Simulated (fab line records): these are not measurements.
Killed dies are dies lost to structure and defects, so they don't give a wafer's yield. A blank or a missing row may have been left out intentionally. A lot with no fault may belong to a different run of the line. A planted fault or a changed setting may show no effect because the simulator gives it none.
Problem report in the 8D (eight disciplines) form, filled by code + flow nandHarc + the parts of the form that need people (team, actions taken, sign-off) are left out

1. PROBLEM STATEMENT
At NHARC_END_SORT_01, killedAtArray averages 77 over 3 wafers from 2 lots, while fault-free wafers read 28, standard deviation 10. That is +4.9 standard deviations from the usual mean.
Earliest sighting: wafer L249.2 on prober-01 at day 23 08:49. Wafers with a number at this step in the record: 39, from 13 lots. By rule, "out" or "out of limits" means more than 4 standard deviations away from the usual mean. The other wafers with a number count as sound.

2. WHAT IT IS AND WHAT IT IS NOT
| question                    | is                     | is not                                                             |
|-----------------------------|------------------------|--------------------------------------------------------------------|
| which readings at this step | killedAtArray          | killedAtOther, killedAtPeriphery, killedOpen, killedShort          |
| which lots                  | L244, L249             | L229, L230, L231, L232, L233, L234, L235, L236, L237, L238, L239   |
| which wafers of those lots  | L244.3, L249.2, L249.3 | L244.1, L244.6, L249.1                                             |
| read on which gauges        | prober-01, prober-02   | -                                                                  |
| when                        | from day 23 08:49      | up to then (35 sound wafers); but 1 sound wafer of L244 came after |

3. THE SUSPECTS, EACH WITH WHAT RULES IT OUT
Counting: any tool at a process step up to the reading remains a suspect provided it ran every lot that is out. Sound lots after the first of them don't rule it out here, since some wafers of a struck lot are sound.
- the gauge at NHARC_END_SORT_01: ruled out. Those wafers that are out were read across 2 gauges (prober-01, prober-02).
- harCapEtch-02 at NHARC_A_CONTACT_ETCH_123 (etches the open film in C4F8/O2/Ar, time 253 s, target depth 1090 nm): kept. Ran every lot that is out, first one L244 (day 20 02:27); last sound lot up to then L239 (day 18 19:49).
- At NHARC_A_CONTACT_ETCH_123 on harCapEtch-02, chamber 1 took the sound wafers of the same lots and chamber 0 took the wafers that are out.
Remaining after the count: harCapEtch-02 at NHARC_A_CONTACT_ETCH_123.

4. THE CAUSE (what the simulator had put in)
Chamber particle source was harCapEtch-02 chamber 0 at NHARC_A_CONTACT_ETCH_123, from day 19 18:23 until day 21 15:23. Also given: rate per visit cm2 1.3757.
This tool alone remained once counting was done.

5. THE CHAIN OF EFFECTS, in route order
Each row: a reading whose mean over the struck wafers that have a number lies more than 3 standard deviations from the usual. Only readings whose record carries a usual standard deviation are examined. hours: median over the lots of the time between each lot's start at the first step of this table that gives one and its start at this step. sigmas: the change, counted in usual standard deviations.
| hours | step              | reading       | usual | on struck wafers | change | sigmas |
|-------|-------------------|---------------|-------|------------------|--------|--------|
| 0     | NHARC_END_SORT_01 | killedAtArray | 28    | 77               | +49    | +4.9   |
| 0     | NHARC_END_SORT_01 | killedDies    | 32    | 80               | +48    | +4.4   |

6. HOW IT WOULD HAVE BEEN CAUGHT EARLIER
Counted from the fault's start at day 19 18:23, it took 86 hours until the first out-of-limits reading at a measuring or inspecting step in this record, taken at day 23 08:49.
Tool readings at NHARC_A_CONTACT_ETCH_123 with a usual standard deviation given in the record: none out on any struck wafer, hence no alarm at a limit of 4 standard deviations on them.
By day 23 08:49 the whole set of lots that are out, 2 in number, had already begun NHARC_A_CONTACT_ETCH_123 on harCapEtch-02. Tool hold at that time: it would have spared none of them.
